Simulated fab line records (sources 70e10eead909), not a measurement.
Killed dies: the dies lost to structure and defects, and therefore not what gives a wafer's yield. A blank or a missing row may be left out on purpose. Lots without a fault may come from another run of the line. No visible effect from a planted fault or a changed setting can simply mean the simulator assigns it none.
Chamber matching | flow nand-harc | rie-diel-06 running NHARC_P_GATE_DESCUM_61: 4 sister chambers
The step chemistry O2, time 3 s. 36 wafers are shown with their chamber, then 12 later ones without.

== WAFERS PAIRED WITH THEIR CHAMBERS ==
wafer  | chamber | drypump-motor-current-A (A) | rf-vpp-V (V) | oes-product-au (a.u.)
L074.3 | 1       | 5.4                         | 58.3         | 1.007
L074.4 | 3       | 5.8                         | 58.0         | 0.996
L074.6 | 3       | 5.8                         | 56.3         | 1.014
L076.1 | 1       | 5.4                         | 58.0         | 1.014
L076.2 | 0       | 6.2                         | 58.5         | 1.005
L076.3 | 3       | 5.7                         | 56.9         | 1.002
L076.4 | 2       | 6.1                         | 57.9         | 1.006
L076.5 | 0       | 6.2                         | 57.9         | 1.004
L076.6 | 3       | 5.8                         | 56.8         | 1.002
L077.1 | 1       | 5.4                         | 59.4         | 0.983
L077.2 | 2       | 6.1                         | 58.5         | 0.995
L077.4 | 0       | 6.1                         | 58.5         | 0.995
L078.2 | 3       | 5.8                         | 55.8         | 1.011
L078.4 | 2       | 6.1                         | 57.0         | 1.003
L078.6 | 3       | 5.8                         | 57.4         | 1.008
L079.1 | 3       | 5.8                         | 58.7         | 1.011
L079.3 | 0       | 6.1                         | 58.5         | 1.003
L079.5 | 3       | 5.8                         | 55.8         | 1.012
L080.1 | 2       | 6.1                         | 58.5         | 1.000
L080.4 | 3       | 5.8                         | 57.1         | 0.992
L080.5 | 0       | 6.1                         | 58.8         | 1.005
L082.1 | 0       | 6.1                         | 59.8         | 0.992
L082.4 | 1       | 5.4                         | 56.6         | 0.993
L082.6 | 2       | 6.2                         | 59.2         | 0.995
L084.2 | 3       | 5.8                         | 58.2         | 1.016
L084.3 | 2       | 6.1                         | 57.9         | 0.997
L084.4 | 1       | 5.4                         | 58.8         | 0.993
L084.1 | 0       | 6.2                         | 58.5         | 0.998
L084.5 | 3       | 5.8                         | 57.4         | 1.007
L084.6 | 0       | 6.1                         | 58.5         | 1.002
L088.2 | 3       | 5.8                         | 56.8         | 1.001
L088.5 | 0       | 6.2                         | 59.0         | 0.996
L088.6 | 3       | 5.8                         | 58.3         | 1.012
L090.1 | 1       | 5.4                         | 57.6         | 0.983
L090.2 | 3       | 5.8                         | 57.9         | 1.007
L090.6 | 3       | 5.8                         | 58.4         | 1.004

SIGNATURES (averages over the wafers above)
reading                 | chamber 0 | chamber 1 | chamber 2 | chamber 3 | scatter within a chamber
drypump-motor-current-A | 6.144     | 5.400     | 6.117     | 5.793     | 0.0353
rf-vpp-V                | 58.667    | 58.117    | 58.167    | 57.320    | 0.824
oes-product-au          | 1.00000   | 0.99550   | 0.99933   | 1.00633   | 0.00737
Rule: for a wafer and a chamber, the distance is found by dividing, reading by reading, the gap between the wafer's reading and the chamber's mean by the reading's scatter, squaring, summing and taking the root. The wafer belongs to the nearest chamber; if the next one is less than 2 further off, it can't be placed. The scatter: the root of (the sum of the squares of (reading less its chamber's mean) over the shown wafers, divided by (wafers less chambers)).

== WAFERS WITH NO CHAMBER GIVEN ==
wafer  | drypump-motor-current-A (A) | rf-vpp-V (V) | oes-product-au (a.u.)
L091.2 | 5.7                         | 56.7         | 0.994
L091.3 | 6.1                         | 57.5         | 0.985
L091.5 | 5.7                         | 57.7         | 0.994
L092.1 | 5.8                         | 57.2         | 0.998
L092.2 | 6.1                         | 57.3         | 0.992
L092.3 | 5.4                         | 59.0         | 0.991
L092.4 | 6.2                         | 59.7         | 0.995
L092.5 | 5.4                         | 57.2         | 0.992
L092.6 | 6.1                         | 57.7         | 1.004
L094.1 | 6.1                         | 57.9         | 1.006
L094.3 | 5.8                         | 56.4         | 1.000
L094.4 | 6.1                         | 58.7         | 0.989

== THE CHAMBER EACH PASSED THROUGH ==
wafer  | from the rows above     | in truth
L091.2 | 3                       | 3
L091.3 | can't be placed: 2 or 0 | 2
L091.5 | 3                       | 3
L092.1 | 3                       | 3
L092.2 | can't be placed: 2 or 0 | 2
L092.3 | 1                       | 1
L092.4 | can't be placed: 0 or 2 | 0
L092.5 | 1                       | 1
L092.6 | can't be placed: 2 or 0 | 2
L094.1 | can't be placed: 2 or 0 | 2
L094.3 | 3                       | 3
L094.4 | can't be placed: 2 or 0 | 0
Correctly placed: 6 of 12. Can't be placed from these rows: 6 (the true chamber is among the candidates in 6). 0 placed wrongly.
